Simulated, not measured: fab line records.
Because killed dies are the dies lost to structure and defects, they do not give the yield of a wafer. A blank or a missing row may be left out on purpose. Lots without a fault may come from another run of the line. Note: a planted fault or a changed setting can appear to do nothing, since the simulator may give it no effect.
The tool behind it: which one?	flow n5 finfet	24 lots with 72 wafers sampled at 6 steps, on a route of 1938 steps

== WHAT THE GAUGES SHOWED, per wafer ==
The record lacks any reading of a measuring or inspecting step that a usual standard deviation could be used to judge.

== WHAT TOOL EACH LOT RAN ON (gives the tool, then ch and the chambers of the sampled wafers, and finally the start) ==
lot	N5_BEOL_M3_ANNEAL_49	N5_BEOL_M3_SPUTTER_79	N5_BEOL_M3_ANNEAL_82	N5_BEOL_M3_ANNEAL_87	N5_BEOL_M4_STRIP_66	N5_BEOL_M4_STRIP_19
L074	pvd sputter-03, day 7 12:55	pvd sputter-03, day 7 13:04	pvd sputter-03, day 7 13:22	pvd sputter-03, day 7 13:35	rie diel-06 ch 0,1, day 7 17:26	rie diel-04 ch 1,2, day 7 17:39
L075	pvd sputter-02, day 7 19:50	pvd sputter-02, day 7 19:59	pvd sputter-02, day 7 20:17	pvd sputter-02, day 7 20:30	rie diel-04 ch 0,2, day 8 03:52	rie diel-06 ch 0,1,2, day 8 04:04
L076	pvd sputter-02, day 8 22:56	pvd sputter-02, day 8 23:04	pvd sputter-02, day 8 23:22	pvd sputter-02, day 8 23:35	rie diel-04 ch 1,2, day 9 02:53	rie diel-02 ch 1,2, day 9 03:02
L078	pvd sputter-01, day 9 00:14	pvd sputter-01, day 9 00:22	pvd sputter-01, day 9 00:40	pvd sputter-01, day 9 00:53	rie diel-04 ch 0,1,2, day 9 04:55	rie diel-06 ch 0,3, day 9 05:07
L081	pvd sputter-01, day 9 02:23	pvd sputter-01, day 9 02:32	pvd sputter-01, day 9 02:50	pvd sputter-01, day 9 03:03	rie diel-04 ch 0,2, day 9 08:09	rie diel-04 ch 0,1, day 9 08:25
L077	pvd sputter-03, day 9 02:25	pvd sputter-03, day 9 02:34	pvd sputter-03, day 9 02:52	pvd sputter-03, day 9 03:05	rie diel-06 ch 0,2,3, day 9 08:17	rie diel-04 ch 0,2, day 9 08:28
L079	pvd sputter-03, day 9 05:10	pvd sputter-03, day 9 05:19	pvd sputter-03, day 9 05:37	pvd sputter-03, day 9 05:50	rie diel-04 ch 0,1, day 9 09:14	rie diel-06 ch 0,1,2, day 9 09:23
L080	pvd sputter-02, day 9 05:25	pvd sputter-02, day 9 05:33	pvd sputter-02, day 9 05:51	pvd sputter-02, day 9 06:04	rie diel-06 ch 1,2, day 9 11:31	rie diel-04 ch 1,2, day 9 11:40
L082	pvd sputter-01, day 9 05:35	pvd sputter-01, day 9 05:44	pvd sputter-01, day 9 06:02	pvd sputter-01, day 9 06:15	rie diel-04 ch 0,2, day 9 11:32	rie diel-06 ch 1,2,3, day 9 11:41
L083	pvd sputter-01, day 9 12:24	pvd sputter-01, day 9 12:32	pvd sputter-01, day 9 12:50	pvd sputter-01, day 9 13:04	rie diel-06 ch 0,1,2, day 9 16:34	rie diel-02 ch 1,2,3, day 9 16:43
L084	pvd sputter-01, day 9 16:28	pvd sputter-01, day 9 16:37	pvd sputter-01, day 9 16:55	pvd sputter-01, day 9 17:08	rie diel-04 ch 0,3, day 9 21:07	rie diel-06 ch 0,1, day 9 21:17
L085	pvd sputter-02, day 10 14:37	pvd sputter-02, day 10 14:45	pvd sputter-02, day 10 15:03	pvd sputter-02, day 10 15:16	rie diel-04 ch 2,3, day 10 19:46	rie diel-04 ch 1,2,3, day 10 19:55
L086	pvd sputter-03, day 10 21:50	pvd sputter-03, day 10 21:58	pvd sputter-03, day 10 22:16	pvd sputter-03, day 10 22:29	rie diel-06 ch 0,1,3, day 11 04:53	rie diel-02 ch 0,1, day 11 05:07
L087	pvd sputter-03, day 11 01:35	pvd sputter-03, day 11 01:44	pvd sputter-03, day 11 02:02	pvd sputter-03, day 11 02:15	rie diel-06 ch 1,2,3, day 11 05:46	rie diel-02 ch 0,1, day 11 06:01
L088	pvd sputter-02, day 11 12:53	pvd sputter-02, day 11 13:01	pvd sputter-02, day 11 13:19	pvd sputter-02, day 11 13:32	rie diel-04 ch 0,1, day 11 16:56	rie diel-02 ch 0,1,3, day 11 17:05
L091	pvd sputter-02, day 11 16:28	pvd sputter-02, day 11 16:36	pvd sputter-02, day 11 16:54	pvd sputter-02, day 11 17:07	rie diel-02 ch 0,2,3, day 11 21:57	rie diel-02 ch 0,2,3, day 11 22:06
L089	pvd sputter-01, day 11 19:07	pvd sputter-01, day 11 19:16	pvd sputter-01, day 11 19:34	pvd sputter-01, day 11 19:47	rie diel-02 ch 2,3, day 11 23:46	rie diel-02 ch 0,1, day 11 23:55
L090	pvd sputter-03, day 12 00:26	pvd sputter-03, day 12 00:35	pvd sputter-03, day 12 00:53	pvd sputter-03, day 12 01:06	rie diel-02 ch 0,3, day 12 04:49	rie diel-02 ch 1,2,3, day 12 05:00
L093	pvd sputter-01, day 12 09:52	pvd sputter-01, day 12 10:00	pvd sputter-01, day 12 10:18	pvd sputter-01, day 12 10:31	rie diel-02 ch 2,3, day 12 14:17	rie diel-02 ch 0,1,2, day 12 14:26
L092	pvd sputter-03, day 12 11:17	pvd sputter-03, day 12 11:25	pvd sputter-03, day 12 11:43	pvd sputter-03, day 12 11:56	rie diel-04 ch 1,2, day 12 17:44	rie diel-02 ch 0,2, day 12 17:59
L094	pvd sputter-02, day 12 14:37	pvd sputter-02, day 12 14:45	pvd sputter-02, day 12 15:03	pvd sputter-02, day 12 15:16	rie diel-04 ch 0,2, day 12 18:58	rie diel-06 ch 0,1,3, day 12 19:10
L095	pvd sputter-03, day 13 03:05	pvd sputter-03, day 13 03:14	pvd sputter-03, day 13 03:32	pvd sputter-03, day 13 03:45	rie diel-06 ch 2,3, day 13 09:03	rie diel-06 ch 1,2,3, day 13 09:16
L097	pvd sputter-01, day 13 10:21	pvd sputter-01, day 13 10:29	pvd sputter-01, day 13 10:47	pvd sputter-01, day 13 11:01	rie diel-02 ch 1,2,3, day 13 16:05	rie diel-04 ch 0,3, day 13 16:23
L096	pvd sputter-01, day 13 13:56	pvd sputter-01, day 13 14:04	pvd sputter-01, day 13 14:22	pvd sputter-01, day 13 14:35	rie diel-06 ch 1,2,3, day 13 19:34	rie diel-02 ch 1,2, day 13 19:46
- N5_BEOL_M3_ANNEAL_49: time 240 s.
- N5_BEOL_M3_SPUTTER_79: material Cu, target thk 4.5 nm, time 8.29 s.
- N5_BEOL_M3_ANNEAL_82: time 240 s.
- N5_BEOL_M3_ANNEAL_87: time 240 s.
- N5_BEOL_M4_STRIP_66: strips in CF4.
- N5_BEOL_M4_STRIP_19: strips in O2.

== AS READ BY THE TOOLS THEMSELVES (means over the sampled wafers that have a number; for cases with no such wafer, the mark the record gives instead) ==
N5_BEOL_M3_ANNEAL_49. Usual: heater power w 840 W, standard deviation 97.
lot	tool	heater power w (W)	flag
L074	pvd sputter-03	767	
L075	pvd sputter-02	978	
L076	pvd sputter-02	853	
L078	pvd sputter-01	843	
L081	pvd sputter-01	861	
L077	pvd sputter-03	831	
L079	pvd sputter-03	799	
L080	pvd sputter-02	914	
L082	pvd sputter-01	852	
L083	pvd sputter-01	845	
L084	pvd sputter-01	846	
L085	pvd sputter-02	919	
L086	pvd sputter-03	730	
L087	pvd sputter-03	782	
L088	pvd sputter-02	903	
L091	pvd sputter-02	919	
L089	pvd sputter-01	878	
L090	pvd sputter-03	684	
L093	pvd sputter-01	870	
L092	pvd sputter-03	771	
L094	pvd sputter-02	859	
L095	pvd sputter-03	813	
L097	pvd sputter-01	859	
L096	pvd sputter-01	865	

N5_BEOL_M3_SPUTTER_79. Usual: chuck sensor temp C -15.6 C, standard deviation 0.44; throttle valve pct 29.8 %, standard deviation 0.93.
lot	tool	chuck sensor temp C (C)	throttle valve pct (%)	flag
L074	pvd sputter-03	-15.7	30.6	
L075	pvd sputter-02	-15.6	29.1	
L076	pvd sputter-02	-15.7	29.3	
L078	pvd sputter-01	-15.7	30.0	
L081	pvd sputter-01	-15.7	29.9	
L077	pvd sputter-03	-16.0	30.0	
L079	pvd sputter-03	-15.6	30.6	
L080	pvd sputter-02	-15.5	28.8	
L082	pvd sputter-01	-15.7	29.8	
L083	pvd sputter-01	-15.3	29.7	
L084	pvd sputter-01	-15.2	30.3	
L085	pvd sputter-02	-16.0	30.3	
L086	pvd sputter-03	-15.7	30.3	
L087	pvd sputter-03	-15.6	30.8	
L088	pvd sputter-02	-15.9	29.6	
L091	pvd sputter-02	-15.6	29.4	
L089	pvd sputter-01	-15.7	29.7	
L090	pvd sputter-03	-15.5	30.6	
L093	pvd sputter-01	-15.7	29.9	
L092	pvd sputter-03	-15.6	30.7	
L094	pvd sputter-02	-15.1	28.0	
L095	pvd sputter-03	-15.8	30.4	
L097	pvd sputter-01	-15.7	29.9	
L096	pvd sputter-01	-15.8	29.5	

N5_BEOL_M3_ANNEAL_82. Usual: heater power w 842 W, standard deviation 98.
lot	tool	heater power w (W)	flag
L074	pvd sputter-03	766	
L075	pvd sputter-02	995	
L076	pvd sputter-02	849	
L078	pvd sputter-01	849	
L081	pvd sputter-01	842	
L077	pvd sputter-03	834	
L079	pvd sputter-03	800	
L080	pvd sputter-02	917	
L082	pvd sputter-01	861	
L083	pvd sputter-01	840	
L084	pvd sputter-01	833	
L085	pvd sputter-02	919	
L086	pvd sputter-03	715	
L087	pvd sputter-03	772	
L088	pvd sputter-02	907	
L091	pvd sputter-02	926	
L089	pvd sputter-01	889	
L090	pvd sputter-03	677	
L093	pvd sputter-01	854	
L092	pvd sputter-03	778	
L094	pvd sputter-02	856	
L095	pvd sputter-03	812	
L097	pvd sputter-01	855	
L096	pvd sputter-01	865	

N5_BEOL_M3_ANNEAL_87. Usual: heater power w 842 W, standard deviation 99.
lot	tool	heater power w (W)	flag
L074	pvd sputter-03	776	
L075	pvd sputter-02	1000	
L076	pvd sputter-02	858	
L078	pvd sputter-01	860	
L081	pvd sputter-01	845	
L077	pvd sputter-03	829	
L079	pvd sputter-03	791	
L080	pvd sputter-02	942	
L082	pvd sputter-01	863	
L083	pvd sputter-01	846	
L084	pvd sputter-01	847	
L085	pvd sputter-02	932	
L086	pvd sputter-03	727	
L087	pvd sputter-03	773	
L088	pvd sputter-02	904	
L091	pvd sputter-02	933	
L089	pvd sputter-01	881	
L090	pvd sputter-03	683	
L093	pvd sputter-01	843	
L092	pvd sputter-03	763	
L094	pvd sputter-02	876	
L095	pvd sputter-03	829	
L097	pvd sputter-01	851	
L096	pvd sputter-01	857	

N5_BEOL_M4_STRIP_66. Usual: drypump motor current A 5.9 A, standard deviation 0.44; oes product au 0.83 a.u., standard deviation 0.081; rf vpp V 271.8 V, standard deviation 1.5; showerhead plenum p Torr 1.82 Torr, standard deviation 0.063; throttle valve pct 13.45 %, standard deviation 0.18.
lot	tool	drypump motor current A (A)	oes product au (a.u.)	rf vpp V (V)	showerhead plenum p Torr (Torr)	throttle valve pct (%)	flag
L074	rie diel-06	6.2	0.78	271.5	1.79	13.42	
L075	rie diel-04	5.9	0.84	273.4	1.89	13.52	
L076	rie diel-04	5.9	0.89	272.4	1.83	13.28	
L078	rie diel-04	5.9	0.86	273.4	1.85	13.43	
L081	rie diel-04	5.9	0.84	272.9	1.88	13.56	
L077	rie diel-06	5.9	0.74	271.6	1.82	13.58	
L079	rie diel-04	5.8	0.89	272.3	1.82	13.28	
L080	rie diel-06	5.5	0.77	270.1	1.75	13.49	
L082	rie diel-04	6.0	0.82	272.9	1.88	13.57	
L083	rie diel-06	5.7	0.75	271.0	1.77	13.51	
L084	rie diel-04	5.9	0.89	274.0	1.89	13.38	
L085	rie diel-04	5.9	0.84	272.5	1.90	13.42	
L086	rie diel-06	6.2	0.76	270.5	1.81	13.54	
L087	rie diel-06	5.7	0.75	271.7	1.80	13.59	
L088	rie diel-04	5.8	0.86	271.7	1.82	13.32	
L091	rie diel-02	6.2	0.86	270.9	1.75	13.47	
L089	rie diel-02	6.2	0.95	270.6	1.77	13.35	
L090	rie diel-02	6.5	0.85	270.1	1.74	13.52	
L093	rie diel-02	6.2	0.94	270.9	1.77	13.36	
L092	rie diel-04	5.9	0.81	272.7	1.85	13.50	
L094	rie diel-04	5.9	0.81	273.3	1.87	13.61	
L095	rie diel-06	5.9	0.82	272.7	1.84	13.49	
L097	rie diel-02	6.3	0.86	270.7	1.77	13.44	
L096	rie diel-06	5.7	0.82	270.9	1.79	13.44	

N5_BEOL_M4_STRIP_19. Usual: drypump motor current A 6.0 A, standard deviation 0.44; oes product au 0.81 a.u., standard deviation 0.099; rf vpp V 3.7 V, standard deviation 0.5; showerhead plenum p Torr 2.10 Torr, standard deviation 0.068; throttle valve pct 16.60 %, standard deviation 0.18.
lot	tool	drypump motor current A (A)	oes product au (a.u.)	rf vpp V (V)	showerhead plenum p Torr (Torr)	throttle valve pct (%)	flag
L074	rie diel-04	5.9	0.79	3.5	2.18	16.63	
L075	rie diel-06	5.7	0.76	3.5	2.08	16.57	
L076	rie diel-02	6.0	0.75	3.6	2.08	16.69	
L078	rie diel-06	6.4	0.76	4.3	2.16	16.59	
L081	rie diel-04	5.8	0.92	3.8	2.16	16.49	
L077	rie diel-04	6.0	0.83	3.8	2.20	16.61	
L079	rie diel-06	5.7	0.75	3.9	2.07	16.59	
L080	rie diel-04	5.9	0.90	3.1	2.16	16.43	
L082	rie diel-06	5.7	0.77	3.5	2.11	16.66	
L083	rie diel-02	6.3	0.73	3.6	2.08	16.83	
L084	rie diel-06	6.0	0.78	4.0	2.06	16.53	
L085	rie diel-04	5.8	0.90	3.1	2.19	16.35	
L086	rie diel-02	6.1	0.77	3.5	2.08	16.68	
L087	rie diel-02	6.0	0.74	3.9	2.05	16.70	
L088	rie diel-02	6.3	0.83	4.0	2.06	16.67	
L091	rie diel-02	6.2	0.88	3.8	2.03	16.56	
L089	rie diel-02	6.1	0.77	3.8	2.08	16.70	
L090	rie diel-02	6.3	0.91	3.4	2.07	16.53	
L093	rie diel-02	6.0	0.81	3.8	2.06	16.60	
L092	rie diel-02	5.8	0.86	3.6	2.04	16.48	
L094	rie diel-06	6.2	0.75	3.7	2.10	16.60	
L095	rie diel-06	5.7	0.83	4.0	2.10	16.58	
L097	rie diel-04	5.9	0.85	3.7	2.21	16.57	
L096	rie diel-02	6.1	0.83	3.7	2.10	16.59	

== THE ANSWER, worked out from the rows above alone ==
Rule: a lot counts as off when the mean over its wafers that have a number is more than 3 standard deviations away from the usual mean. Also off: a lot with no number at a reading for which 4 or more lots have one. The other lots that the step has rows for count as sound. First the gauges in route order, then the tools' own readings, where a lot's mean is used as printed above. At the first step where some lot is off, the reading lying furthest off is the one used; lots without a number count as furthest.
Nothing can be told from this: no lot is off at any reading shown.

== WHAT THE SIMULATOR PUT IN ==
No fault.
